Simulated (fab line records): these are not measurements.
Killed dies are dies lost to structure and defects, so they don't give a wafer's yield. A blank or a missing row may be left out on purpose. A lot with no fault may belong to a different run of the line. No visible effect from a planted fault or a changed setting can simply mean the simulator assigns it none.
A struck lot beside a sound one || flow n5-finfet || 39 out of 1938 route steps
Sound: these wafers, L376.4, L376.5, L376.6. Struck: wafer L368.6 (L368.2, L368.5, from the same lot, were not struck and are left out); the cause is given at the end.
Per side, at each step with rows, come the tool, then ch with its chambers, and then its first start. Under that, the readings that differ: sound wafers || struck wafers || difference of the means || sigmas: that difference in standard deviations of wafers without a fault.
alike: readings whose means differ by less than 2 such deviations, and words and numbers that are the same on both sides. not compared: withheld readings, readings that some wafer has no value for, bounds like >300 that may hide the same value, and numbers for which the record gives no deviation and whose values overlap.
The two part at a step that has a row with sigmas, a row that says differs or no value, or rows on one side only. Numbers that have no deviation but don't overlap get no sigmas and don't part them. A reading that every wafer of one side lacks parts them only if that side has two wafers or more.

first, 11 steps without rows for these wafers: N5_BEOL_M2_STRIP_65 (strips in N2/H2); N5_BEOL_M2_STRIP_75 (strips in N2/H2); N5_BEOL_M2_STRIP_66 (strips in CF4); N5_BEOL_M2_HM_OPEN_17 (chemistry Cl2/BCl3, target TiN, target depth 20 nm, overetch 6 nm); N5_BEOL_M2_STRIP_19 (strips in O2); N5_BEOL_M2_COAT_67 (time 60 s, resist thk 60 nm); N5_BEOL_M2_COAT_68 (time 60 s, resist thk 12 nm); N5_BEOL_M2_COAT_76 (time 60 s, resist thk 5 nm); N5_BEOL_M2_COAT_22 (resist thk 30 nm); N5_BEOL_M2_EBR_24; N5_BEOL_M2_SOFTBAKE_23 (time 60 s).
N5_BEOL_M2_EXPOSE_25: exposes mask V1, defocus 5 nm.
  sound on euv-scanner-01 ch 0, day 12 12:14; struck on euv-scanner-02 ch 0, day 10 02:43
  alike: mask
then, 2 steps without rows for these wafers: N5_BEOL_M2_PEB_26 (peb time 60 s); N5_BEOL_M2_DEVELOP_27 (develop time 30 s).
N5_BEOL_M2_CD_MEAS_28: target cd 26.2 nm, target cd y 24.1 nm.
  sound on cd-sem-01 ch 0, day 12 12:22; struck on cd-sem-02 ch 0, day 10 02:52
{"reading": "cd-nm (nm)", "sound": "26.44 26.41 26.50", "struck": 23.17, "difference": -3.28, "sigmas": -14}
then, 22 steps without rows for these wafers: N5_BEOL_M2_DESCUM_33 (chemistry O2, time 7 s); N5_BEOL_M2_ETCH_77 (etches underlayer in N2/H2, target depth 6.5 nm, time 5.2 s); N5_BEOL_M2_ETCH_69 (etches SiARC in CF4, target depth 15.6 nm, time 26 s); N5_BEOL_M2_ALD_98 (deposits SiO2, target thk 2.5 nm, pulse time 1 s, co reactant pulse time 1 s); N5_BEOL_M2_ETCHBACK_99 (etches SiO2 in CHF3, target depth 5 nm, time 10.4 s); N5_BEOL_M2_ETCH_70 (etches SOC in N2/H2, target depth 80 nm, overetch 24 nm, time 130 s); N5_BEOL_M2_STRIP_71 (strips in N2/H2); N5_BEOL_M2_STRIP_78 (strips in N2/H2); N5_BEOL_M2_VIA_ETCH_34 (etches the open film in C4F6/O2, target depth 69.4 nm, time 65.9 s); N5_BEOL_M2_STRIP_83 (strips in C4F6/O2); N5_BEOL_M2_STRIP_36 (strips in N2/H2); N5_BEOL_M2_TRENCH_ETCH_37 (etches SiOC in C4F6/O2, target depth 55.555 nm, time 29.2 s); N5_BEOL_M2_ETCH_41 (etches SiCN in CH3F/O2, target depth 29.9 nm, time 52.5 s); N5_BEOL_M2_STRIP_97 (strips in N2/H2, time 10 s); N5_BEOL_M2_HM_STRIP_39 (strips TiN in peroxide tin strip, target depth 25 nm, time 158 s); N5_BEOL_M2_SRD_40 (time 30 s); N5_BEOL_M2_PRECLEAN_42 (cleans in residue remover, time 60 s); N5_BEOL_M2_SRD_43 (time 30 s); N5_BEOL_M2_DEGAS_44 (time 60 s); N5_BEOL_M2_PRE_CLEAN_45 (time 30 s); N5_BEOL_M2_ALD_84 (deposits TaN, pulse time 2 s, purge time 3 s, co reactant purge time 2 s); N5_BEOL_M2_SURFACE_TREAT_85.
N5_BEOL_M4_RC_MEAS_101:
  the record has rows for the sound wafers here (prober-01 ch 0, day 13 20:34) and none for the struck ones
-- the record jumps here: 6 days lie between the struck wafers' starts before and after (it left off in module BEOL_M4 and takes up again in module PASSIVATION, whose first step shown is number 1936 of the route) --
N5_PASSIVATION_PROBE_49:
  record: rows for the struck wafers here (prober-01, day 15 23:05), none for the sound ones

WHERE THEY PART
First at N5_BEOL_M2_CD_MEAS_28; last, within this record, at N5_PASSIVATION_PROBE_49.

WHY: the cause the simulator had injected
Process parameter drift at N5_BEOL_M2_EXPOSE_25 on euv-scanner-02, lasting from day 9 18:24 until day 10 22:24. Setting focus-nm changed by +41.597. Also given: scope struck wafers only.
